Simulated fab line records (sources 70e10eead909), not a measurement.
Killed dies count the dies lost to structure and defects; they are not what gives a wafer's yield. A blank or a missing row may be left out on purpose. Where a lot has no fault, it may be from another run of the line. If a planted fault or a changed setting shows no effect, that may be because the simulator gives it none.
fab line records ; flow nand-harc
[record] lots = 11; wafers = 33; last-day = 24
route steps=1159 shown A_CHANNEL_FILL_D1@501 A_M1@1051 THIN_TSV@1107 END@1159
lots untouched by any fault: they come from a run of this same line in which no faults occurred
start-h: hours from the record's opening day to when the first of the lot's shown wafers began ; wait-h: hours since the lot's step before ; " unchanged from the row above ; L1.1+2: a single row standing in for several wafers ; - no value, or no start given ; * or withheld: withheld ; < > ~ a bound
route shown NAME@n: NAME is a module with steps in the file, n the number in the route of the first one ; usual: mean/standard deviation of fault-free wafers ; same: alike in all rows ; chamber/n: place in a boat ; sites: per-site readings ; _std_site: standard deviation of those values ; _edge_site: mean of outer sites minus mean of inner sites ; radius-mm: how far each site lies from the wafer's centre ; mask NAME#n: copy n ; behind: tool/chamber where the wafer was last shaped ; hold: the reason the lot was held/the length of the hold in hours/how it ended ; device: the n, p or np transistor that did not switch ; end of line: tests of these same wafers at the route's end ; a step with no rows: only its recipe ; killed: dies lost to structure and defects at the first sort, not the wafer's yield ; map: shows each die of a wafer: x if killed, . if not, _ if none is there
set.NAME: the setting that was run; set.NAME@STEP: the one run at that earlier step ; model.NAME: the simulator's own value behind a step, which no gauge read
one table for each step of the route and one row for each wafer, over a sample of lots
services: when a tool's chamber went out of use (start-h, in hours from the record's first day, below 0 if earlier), for how many hours, and the reason
[[steps]]
[step NHARC_A_CHANNEL_FILL_D1_STRIP_28]
[recipe] time-s = 20; o2-flow-sccm = 500; ar-flow-sccm = 0; bias-w = 0; chemistry = O2
[usual] drypump-motor-current-A = 5.7/0.49; oes-product-au = 1.000/0.0093; rf-vpp-V = 57.7/0.95; showerhead-plenum-p-Torr = 3.52/0.13; throttle-valve-pct = 17.036/0.0089
lot.wafer;tool;chamber;start-h;wait-h;drypump-motor-current-A;oes-product-au;rf-hours-counter-h;rf-vpp-V;showerhead-plenum-p-Torr;throttle-valve-pct
L937.1;rie-diel-05;0;219.96;0.1;5.1;1.002;2;58.8;3.44;17.031
L937.3;rie-diel-05;2;219.96;0.1;5.9;1.013;2;57.4;3.66;17.036
L937.5;rie-diel-05;0;219.96;0.1;5.1;0.993;-;58.1;3.44;17.039
L936.2;rie-diel-13;1;219.97;0.1;6.0;0.995;2;57.8;3.55;17.052
L936.1;rie-diel-13;3;219.97;0.1;6.6;1.005;3;57.7;3.49;17.028
L936.6;rie-diel-13;1;219.97;0.1;5.9;0.986;-;59.6;3.54;17.046
L938.2;rie-diel-13;2;226.92;0.1;5.5;1.001;3;56.7;3.35;17.043
L938.3;rie-diel-13;3;226.92;0.1;6.6;1.004;3;57.8;3.49;17.037
L938.5;rie-diel-13;1;226.92;0.1;5.9;0.990;-;57.9;3.54;17.027
L939.2;rie-diel-05;0;226.92;0.1;5.1;1.005;2;58.0;3.44;17.024
L939.4;rie-diel-05;2;226.92;0.1;6.0;1.012;2;56.9;3.66;17.032
L939.5;rie-diel-05;3;226.92;0.1;5.3;1.017;-;59.9;3.72;17.027
L941.3;rie-diel-13;2;236.78;0.1;5.5;0.991;3;56.3;3.35;17.044
L941.4;rie-diel-13;1;236.78;0.1;6.0;1.003;3;57.2;3.54;17.039
L941.5;rie-diel-13;3;236.78;0.1;6.6;1.001;-;55.4;3.49;17.029
L940.2;rie-diel-05;1;236.79;0.1;5.7;1.002;2;58.5;3.41;17.035
L940.5;rie-diel-05;2;236.79;0.1;5.9;1.013;-;59.0;3.65;17.019
L940.6;rie-diel-05;3;236.79;0.1;5.3;1.006;-;58.5;3.72;17.027
L952.4;rie-diel-13;3;309.75;0.1;6.7;0.999;0;57.1;3.49;17.017
L952.2;rie-diel-13;0;309.75;0.1;4.9;1.005;0;58.5;3.64;17.026
L952.6;rie-diel-13;1;309.75;0.1;5.9;0.999;-;58.7;3.54;17.041
L953.2;rie-diel-05;1;309.79;0.1;5.7;1.021;5;57.1;3.40;17.033
L953.1;rie-diel-05;0;309.79;0.1;5.1;0.993;5;57.1;3.44;17.034
L953.5;rie-diel-05;1;309.79;0.1;5.7;1.011;-;58.0;3.41;17.039
L954.1;rie-diel-05;2;318.90;0.1;6.0;0.997;5;57.6;3.65;17.036
L954.4;rie-diel-05;0;318.90;0.1;5.1;0.985;5;57.4;3.44;17.053
L954.3;rie-diel-05;1;318.90;0.1;5.7;1.006;5;57.3;3.40;17.065
L958.3;rie-diel-05;3;327.99;0.1;5.3;1.015;5;57.7;3.72;17.049
L958.1;rie-diel-05;0;327.99;0.1;5.1;0.994;5;57.1;3.44;17.038
L958.5;rie-diel-05;1;327.99;0.1;5.7;1.009;-;56.6;3.40;17.044
L957.2;rie-diel-01;3;330.81;0.1;6.2;1.014;2;58.3;3.49;17.042
L957.5;rie-diel-01;0;330.81;0.1;5.7;1.000;-;57.3;3.81;17.028
L957.6;rie-diel-01;2;330.81;0.1;5.6;1.006;-;57.6;3.45;17.028
[step NHARC_A_M1_ANNEAL_31]
[recipe] temp-c = 225; time-s = 90
[usual] wafer_temp_C_max = 225.89/0.24
lot.wafer;tool;chamber;start-h;wait-h;wafer_temp_C_max
L937.1;rtp-anneal-02;0;411.21;-;226.03
L937.3;rtp-anneal-02;0;411.21;-;226.06
L937.5;rtp-anneal-02;0;411.21;-;225.75
L936.1;rtp-anneal-02;0;411.74;-;226.11
L936.2;rtp-anneal-02;0;411.74;-;225.51
L936.6;rtp-anneal-02;0;411.74;-;225.92
L938.2;rtp-anneal-01;0;420.46;-;225.85
L938.3;rtp-anneal-01;0;420.46;-;226.07
L938.5;rtp-anneal-01;0;420.46;-;225.80
L939.2;rtp-anneal-01;0;420.78;0.4;225.69
L939.4;rtp-anneal-01;0;420.78;0.4;225.84
L939.5;rtp-anneal-01;0;420.78;0.4;226.28
L940.2;rtp-anneal-01;0;429.26;-;226.03
L940.5;rtp-anneal-01;0;429.26;-;225.92
L940.6;rtp-anneal-01;0;429.26;-;226.17
L941.3;rtp-anneal-02;0;439.32;-;226.11
L941.4;rtp-anneal-02;0;439.32;-;225.63
L941.5;rtp-anneal-02;0;439.32;-;225.88
L952.2;rtp-anneal-01;0;519.34;-;225.96
L952.4;rtp-anneal-01;0;519.34;-;226.15
L952.6;rtp-anneal-01;0;519.34;-;225.95
L953.1;rtp-anneal-01;0;520.24;0.4;226.33
L953.2;rtp-anneal-01;0;520.24;0.4;226.13
L953.5;rtp-anneal-01;0;520.24;0.4;226.14
L954.1;rtp-anneal-02;0;523.78;-;225.64
L954.3;rtp-anneal-02;0;523.78;-;225.84
L954.4;rtp-anneal-02;0;523.78;-;225.67
L957.2;rtp-anneal-02;0;534.28;-;226.04
L957.5;rtp-anneal-02;0;534.28;-;225.89
L957.6;rtp-anneal-02;0;534.28;-;226.13
L958.1;rtp-anneal-02;0;544.73;0.3;225.79
L958.3;rtp-anneal-02;0;544.73;0.3;225.90
L958.5;rtp-anneal-02;0;544.73;0.3;225.57
[step NHARC_THIN_TSV_DEP_43]
[recipe] target-thk-a = 13285; temp-c = withheld; pressure-torr = 6.5; rf-w = 900; teos-flow-sccm = 161.4; flow-sccm = 2650; target-thk-nm = 1328.5; gas = O2; material = SiO2
[usual] throttle-valve-pct = 15.8/0.56
lot.wafer;tool;chamber;start-h;wait-h;since-wet-clean-h;throttle-valve-pct
L936.1;pecvd-04;0;430.14;-;41;16.4
L936.2;pecvd-04;1;430.14;-;41;15.7
L936.6;pecvd-04;1;430.14;-;-;16.1
L937.3;pecvd-01;1;431.33;-;0;15.8
L937.1;pecvd-01;2;431.33;-;0;16.6
L937.5;pecvd-01;1;431.33;-;-;15.5
L938.3;pecvd-03;0;438.23;-;133;16.5
L938.2;pecvd-03;1;438.23;-;133;15.9
L938.5;pecvd-03;0;438.23;-;-;16.3
L939.2;pecvd-03;2;439.51;-;134;14.8
L939.5;pecvd-03;0;439.51;-;-;16.5
L939.4;pecvd-03;1;439.51;-;-;15.8
L940.2;pecvd-04;1;448.35;-;59;15.9
L940.6;pecvd-04;0;448.35;-;-;16.2
L940.5;pecvd-04;2;448.35;-;-;15.2
L941.3;pecvd-04;0;456.77;-;68;16.2
L941.4;pecvd-04;2;456.77;-;-;15.5
L941.5;pecvd-04;0;456.77;-;-;16.1
L952.2;pecvd-03;2;537.53;-;51;14.5
L952.4;pecvd-03;2;537.53;-;-;14.6
L952.6;pecvd-03;1;537.53;-;-;15.9
L954.1;pecvd-04;2;538.86;-;150;15.4
L954.3;pecvd-04;0;538.86;-;150;16.2
L954.4;pecvd-04;1;538.86;-;-;16.0
L953.1;pecvd-03;1;539.99;-;54;15.4
L953.2;pecvd-03;2;539.99;-;54;14.6
L953.5;pecvd-03;0;539.99;-;-;15.9
L957.2;pecvd-03;1;549.16;-;63;15.6
L957.5;pecvd-03;1;549.16;-;-;15.7
L957.6;pecvd-03;2;549.16;-;-;14.8
L958.3;pecvd-01;0;564.20;-;133;15.9
L958.1;pecvd-01;1;564.20;-;133;15.9
L958.5;pecvd-01;2;564.20;-;-;16.9
[step NHARC_THIN_TSV_DESCUM_35]
[recipe] time-s = 3; o2-flow-sccm = 200; ar-flow-sccm = 0; bias-power-w = 0; chemistry = O2
[usual] drypump-motor-current-A = 5.7/0.36; oes-product-au = 0.996/0.0077; rf-vpp-V = 58.0/0.88; showerhead-plenum-p-Torr = 1.95/0.098; throttle-valve-pct = 11.311/0.0087
lot.wafer;tool;chamber;start-h;wait-h;drypump-motor-current-A;oes-product-au;rf-hours-counter-h;rf-vpp-V;showerhead-plenum-p-Torr;throttle-valve-pct
L936.2;rie-diel-07;2;437.45;-;5.4;0.995;1;58.8;2.06;11.329
L936.1;rie-diel-07;3;437.45;-;5.4;0.984;1;57.5;1.81;11.309
L936.6;rie-diel-07;0;437.45;-;5.8;0.992;-;57.2;1.94;11.320
L937.3;rie-diel-10;0;438.34;-;5.6;0.993;6;58.3;1.83;11.300
L937.1;rie-diel-10;3;438.34;-;5.2;0.986;6;59.3;1.99;11.315
L937.5;rie-diel-10;0;438.34;-;5.6;0.989;-;57.5;1.83;11.316
L938.2;rie-diel-10;0;445.13;-;5.6;1.001;7;57.6;1.83;11.301
L938.3;rie-diel-10;2;445.13;-;6.3;0.996;6;58.4;2.05;11.295
L938.5;rie-diel-10;1;445.13;-;5.9;1.000;-;56.9;2.04;11.300
L939.2;rie-diel-07;2;446.35;-;5.4;0.994;2;57.5;2.06;11.310
L939.4;rie-diel-07;3;446.35;-;5.4;0.992;2;56.0;1.81;11.306
L939.5;rie-diel-07;2;446.35;-;5.4;1.000;-;59.1;2.06;11.302
L940.2;rie-diel-10;0;455.41;-;5.6;1.002;8;57.5;1.83;11.306
L940.5;rie-diel-10;0;455.41;-;5.6;1.004;-;57.8;1.83;11.302
L940.6;rie-diel-10;1;455.41;-;5.9;1.005;-;59.4;2.04;11.322
L941.3;rie-diel-11;1;463.53;-;6.1;1.005;11;58.0;1.87;11.321
L941.4;rie-diel-11;3;463.53;-;5.7;1.000;12;57.8;1.81;11.300
L941.5;rie-diel-11;1;463.53;-;6.1;1.002;-;57.5;1.87;11.309
L952.2;rie-diel-10;3;545.36;-;5.2;0.991;1;57.9;1.99;11.317
L952.4;rie-diel-10;0;545.36;-;5.6;1.001;1;57.6;1.82;11.316
L952.6;rie-diel-10;2;545.36;-;6.3;0.995;-;58.4;2.05;11.303
L954.1;rie-diel-10;0;548.20;-;5.7;1.007;1;58.1;1.82;11.313
L954.3;rie-diel-10;1;548.20;-;5.9;0.990;1;58.7;2.04;11.317
L954.4;rie-diel-10;2;548.20;-;6.2;0.994;1;57.8;2.05;11.320
L953.1;rie-diel-10;2;549.34;-;6.3;0.996;1;57.7;2.05;11.328
L953.2;rie-diel-10;3;549.34;-;5.2;1.002;1;58.7;1.99;11.302
L953.5;rie-diel-10;2;549.34;-;6.3;1.006;-;56.6;2.05;11.305
L957.2;rie-diel-11;0;556.02;-;5.5;0.989;0;56.2;1.79;11.312
L957.6;rie-diel-11;0;556.02;-;5.5;0.992;-;56.2;1.79;11.324
L957.5;rie-diel-11;3;556.02;-;5.7;1.005;-;58.0;1.81;11.314
L958.1;rie-diel-10;3;571.33;-;5.3;1.010;2;58.0;1.99;11.299
L958.3;rie-diel-10;0;571.33;-;5.7;0.998;2;56.8;1.82;11.303
L958.5;rie-diel-10;3;571.33;-;5.3;0.995;-;59.8;1.99;11.312
[step NHARC_END_SORT_01]
[recipe] temp-c = 25
[usual] killed-at-array = 24/8.8; killed-at-other = 0.7/0.99; killed-at-periphery = 3.5/2.6; killed-dies = 28/9.3; killed-open = 3.2/1.7; killed-short = 1.7/1.4
[same] gross-dies = 677
lot.wafer;tool;chamber;start-h;wait-h;killed-at-array;killed-at-other;killed-at-periphery;killed-dies;killed-open;killed-short
L952.2;prober-02;0;555.23;2.8;100;0;1;101;3;6
L952.4;prober-02;0;556.82;3.4;8;2;4;14;3;3
L952.6;prober-02;0;558.42;4.0;18;1;2;21;3;2
// killed by level:class
L952.2 A_CHANNEL_FILL_D1:unspecified=82 A_CHANNEL_HOLE_D1:chamber-film-flake=3 A_CHANNEL_FILL_D1:geometric-particle:short=2 A_WL_FILL:geometric-particle:short=2 A_STAIRCASE:chamber-film-flake=2 A_CONTACT:chamber-film-flake=2 A_SOURCE_PLATE:geometric-particle:short=1 A_CHANNEL_HOLE_D1:geometric-particle:short=1
L952.4 A_CHANNEL_HOLE_D1:chamber-film-flake=3 THIN_TSV:chamber-film-flake=2 P_CONTACT:geometric-particle:short=1 P_CONTACT:geometric-particle:open=1 P_M0:geometric-particle:open=1 A_SOURCE_PLATE:geometric-particle:short=1 A_ONON_D1:geometric-particle:short=1 A_CONTACT:geometric-particle:open=1
L952.6 A_CHANNEL_HOLE_D1:chamber-film-flake=9 A_CHANNEL_FILL_D1:chamber-film-flake=2 A_CONTACT:chamber-film-flake=2 P_M1:geometric-particle:open=1 A_SOURCE_PLATE:geometric-particle:short=1 A_CHANNEL_FILL_D1:geometric-particle:open=1 A_SGD_CUT:geometric-particle:short=1 A_SGD_CUT:geometric-particle:open=1
[[services]]
tool;chamber;start-h;hours;kind
rie-diel-13;2;202.51;2.3;repair
pecvd-04;0;219.42;5.4;repair
rie-diel-05;3;223.82;1.4;repair
rtp-anneal-02;-;280.02;17.1;repair
pecvd-03;-;292.20;13.0;pm
rie-diel-10;2;298.33;8.1;repair
rtp-anneal-02;-;300.20;12.0;pm
pecvd-03;1;315.90;5.8;repair
rie-diel-05;-;320.48;0.4;repair
rie-diel-05;-;340.60;9.0;pm
rie-diel-10;-;353.50;9.0;pm
rie-diel-05;1;361.51;1.6;repair
pecvd-03;-;363.90;0.8;repair
rie-diel-10;-;376.53;2.5;repair
rie-diel-05;-;434.99;21.5;repair
rie-diel-10;3;450.96;8.2;repair
pecvd-03;-;473.20;13.0;pm
rie-diel-10;1;477.99;6.5;repair
pecvd-03;1;493.33;9.8;repair
rie-diel-05;-;517.60;9.0;pm
rie-diel-10;2;526.71;3.1;repair
rie-diel-10;-;530.50;9.0;pm
rie-diel-05;-;541.73;1.1;repair
rie-diel-05;2;543.55;8.0;repair
[[key]]
[first-sign] step = NHARC_END_SORT_01; reading = killed-at-array; direction = up; sigmas = 8.6; usual = 24; struck = 100
[effect] step = NHARC_END_SORT_01; reading = killed-dies; direction = up; sigmas = 7.8; usual = 28; struck = 101
[more-kills-born-at] NHARC_A_CHANNEL_FILL_D1_STRIP_28@rie-diel-13 = 82
met-at NHARC_A_CHANNEL_FILL_D1_STRIP_28
struck-lots L952
struck-wafers L952.2
tester-left-out L952
not-acting-at NHARC_A_M1_ANNEAL_31,NHARC_THIN_TSV_DEP_43,NHARC_THIN_TSV_DESCUM_35
[fault] kind = chamber-particle-source; tool = rie-diel-13; chamber = 0; onset-h = 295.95; steps = NHARC_A_CHANNEL_FILL_D1_STRIP_28; rate-per-visit-cm2 = 0.79499; end-h = 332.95
// tester-left-out: of these lots the tester's yield and bins aren't shown, on N5 and GAA mostly nor the transistor test; their killed dies are dies lost to structure and defects alone, not to doping, threshold or leakage, so they don't give the yield
